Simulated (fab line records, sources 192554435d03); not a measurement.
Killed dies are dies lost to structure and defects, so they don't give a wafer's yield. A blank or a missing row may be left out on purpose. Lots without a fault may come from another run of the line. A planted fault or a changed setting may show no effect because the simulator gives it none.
A struck lot beside a sound one | flow n5_finfet | 43 steps out of a route of 1938
Sound: wafers L860.2, L860.3, L860.5. Struck: wafer L874.4. (L874.2, L874.5 of the same lot were not struck and are left out.) The cause comes at the end.
At each step with rows: each side's tool, then ch and its chambers, then its first start. Under that, the readings that differ: sound wafers | struck wafers | difference of the means | sigmas: that difference in standard deviations of wafers without a fault.
alike: readings whose means differ by less than 2 such deviations, and words and numbers that are the same on both sides. not compared: withheld readings, readings that some wafer has no value for, bounds like >300 that may hide the same value, and numbers for which the record gives no deviation and whose values overlap.
The two part at a step that has a row with sigmas, a row that says differs or no value, or rows on one side only. Numbers that don't overlap but have no deviation are shown without sigmas and don't part them. A reading that every wafer of one side lacks parts them only if that side has two wafers or more.

N5_BEOL_M3_ALD_98: deposits SiO2, target thk 2.5 nm, pulse time 1 s, co reactant pulse time 1 s.
  sound on ald_sin-02 ch 2,3, day 7 06:04; struck on ald_sin-04 ch 2, day 11 00:58
  alike: heater_power_w, precursor_pulse_height_rel
then, 4 steps without rows for these wafers: N5_BEOL_M3_ETCHBACK_99 (etches SiO2 in CHF3, target depth 5 nm, time 10.4 s); N5_BEOL_M3_ETCH_70 (etches SOC in N2/H2, target depth 80 nm, overetch 16 nm, time 120 s); N5_BEOL_M3_STRIP_71 (strips in N2/H2); N5_BEOL_M3_STRIP_78 (strips in N2/H2).
N5_BEOL_M3_VIA_ETCH_34: etches the open film in C4F6/O2, target depth 69.4 nm, time 65.9 s.
  sound on rie_diel-03 ch 1,3, day 7 09:42; struck on rie_diel-02 ch 3, day 11 21:27
  reading                     | sound          | struck | difference | sigmas
  drypump_motor_current_A (A) | 5.3 4.8 4.9    | 6.3    | +1.3       | +2
  throttle_valve_pct (%)      | 31.4 31.3 31.3 | 30.7   | -0.6       | -2
  alike: oes_product_au, rf_fwd_power_W, rf_vpp_V, showerhead_plenum_p_Torr
  not compared: rf_hours_counter_h
then, 1 step without rows for these wafers: N5_BEOL_M3_STRIP_83 (strips in C4F6/O2).
N5_BEOL_M3_STRIP_36: strips in N2/H2.
  sound on rie_diel-03 ch 1,3, day 7 09:46; struck on rie_diel-02 ch 3, day 11 21:31
  reading                     | sound       | struck | difference | sigmas
  drypump_motor_current_A (A) | 5.4 4.8 4.9 | 6.3    | +1.3       | +2
  alike: bias_power_w, n2_flow_sccm, oes_product_au, rf_vpp_V, showerhead_plenum_p_Torr, throttle_valve_pct
  not compared: rf_hours_counter_h
then, 3 steps without rows for these wafers: N5_BEOL_M3_TRENCH_ETCH_37 (etches SiOC in C4F6/O2, target depth 55.555 nm, time 29.2 s); N5_BEOL_M3_ETCH_41 (etches SiCN in CH3F/O2, target depth 29.9 nm, time 52.5 s); N5_BEOL_M3_STRIP_97 (strips in N2/H2, time 10 s).
N5_BEOL_M3_OCD_MEAS_38:
  sound on ocd-02, day 7 09:58; struck on ocd-01, day 11 21:43
  alike: trench_depth_nm
N5_BEOL_M3_HM_STRIP_39: strips TiN in peroxide tin strip, target depth 25 nm, time 158 s.
  sound on wet_bench-04 ch 1,4,6, day 7 09:59; struck on wet_bench-01 ch 1,3,4, day 11 21:44
then, 3 steps without rows for these wafers: N5_BEOL_M3_SRD_40 (time 30 s); N5_BEOL_M3_PRECLEAN_42 (cleans in residue remover, time 60 s); N5_BEOL_M3_SRD_43 (time 30 s).
N5_BEOL_M3_CD_MEAS_35: target cd 18 nm, target cd y 21 nm.
  sound on cd_sem-02, day 7 10:07; struck on cd_sem-03, day 11 21:52
  reading    | sound          | struck | difference | sigmas
  cd_nm (nm) | 17.3 18.0 19.1 | 17.3   | -0.8       | -2
then, 1 step without rows for these wafers: N5_BEOL_M3_DEGAS_44 (time 60 s).
N5_BEOL_M3_PRE_CLEAN_45: time 30 s.
  sound on pvd_sputter-01, day 7 10:36; struck on pvd_sputter-02, day 11 22:08
  alike: heater_power_w
then, 19 steps without rows for these wafers: N5_BEOL_M3_ALD_84 (deposits TaN, pulse time 2 s, purge time 3 s, co reactant purge time 2 s); N5_BEOL_M3_SURFACE_TREAT_85; N5_BEOL_M3_CVD_47 (deposits Co from CCTBA/H2, target thk 3 nm, time 223.8 s); N5_BEOL_M3_SPUTTER_48 (material Cu, target thk 4.5 nm, time 8.29 s); N5_BEOL_M3_ANNEAL_49 (time 240 s); N5_BEOL_M3_SPUTTER_79 (material Cu, target thk 4.5 nm, time 8.29 s); N5_BEOL_M3_ANNEAL_80 (time 240 s); N5_BEOL_M3_SPUTTER_81 (material Cu, target thk 4.5 nm, time 8.29 s); N5_BEOL_M3_ANNEAL_82 (time 240 s); N5_BEOL_M3_SPUTTER_86 (material Cu, target thk 4.5 nm, time 8.29 s); N5_BEOL_M3_ANNEAL_87 (time 240 s); N5_BEOL_M3_SPUTTER_88 (material Cu, target thk 4.5 nm, time 8.29 s); N5_BEOL_M3_ANNEAL_89 (time 240 s); N5_BEOL_M3_SPUTTER_90 (material Cu, target thk 4.5 nm, time 8.29 s); N5_BEOL_M3_ANNEAL_91 (time 240 s); N5_BEOL_M3_SPUTTER_92 (material Cu, target thk 4.5 nm, time 8.29 s); N5_BEOL_M3_ANNEAL_93 (time 240 s); N5_BEOL_M3_SPUTTER_94 (material Cu, target thk 4.5 nm, time 8.29 s); N5_BEOL_M3_ANNEAL_95 (time 240 s).
N5_BEOL_M3_SPUTTER_96: material Cu, target thk 4.5 nm, time 8.29 s.
  sound on pvd_sputter-01, day 7 13:01; struck on pvd_sputter-02, day 12 00:26
  alike: chuck_gas_flow_sccm, substrate_temp_c, throttle_valve_pct
then, 3 steps without rows for these wafers: N5_BEOL_M3_ECD_50 (material Cu, target thk 300 nm); N5_BEOL_M3_ANNEAL_51 (time 90 s); N5_BEOL_M3_CMP_52 (polishes, stops on SiOC, t overpolish 6.8 s, target thk 40 nm).
-- the record jumps here: 5 days lie between the struck wafers' starts before and after (it left off in module BEOL_M3 and takes up again in module PASSIVATION, whose first step shown is number 1936 of the route) --
N5_PASSIVATION_PROBE_49:
  sound on prober-01, day 12 16:58; struck on prober-02, day 16 18:02
  reading                  | sound          | struck | difference | sigmas
  defect_limited_yield (%) | 89.2 88.1 90.3 | 76.6   | -12.6      | -9
  killed_at_M0_to_M3       | 50 54 32       | 200    | +155       | +16
  killed_dies              | 127 140 115    | 276    | +149       | +9
  sort_bin_5_function (%)  | 6.3 7.2 6.0    | 14.7   | +8.2       | +9
  sort_bin_6_memory (%)    | 3.9 4.2 3.5    | 5.4    | +1.5       | +2
  sort_n_pass              | 1053 1040 1065 | 904    | -149       | -9
  sort_yield_pct (%)       | 89.2 88.1 90.3 | 76.6   | -12.6      | -8
  alike: killed_at_M4_up, killed_at_contacts, killed_at_front_end, killed_at_other, killed_open, killed_short

WHERE THEY PART
First at N5_BEOL_M3_VIA_ETCH_34; last, within this record, at N5_PASSIVATION_PROBE_49.

WHY: what the simulator had put in
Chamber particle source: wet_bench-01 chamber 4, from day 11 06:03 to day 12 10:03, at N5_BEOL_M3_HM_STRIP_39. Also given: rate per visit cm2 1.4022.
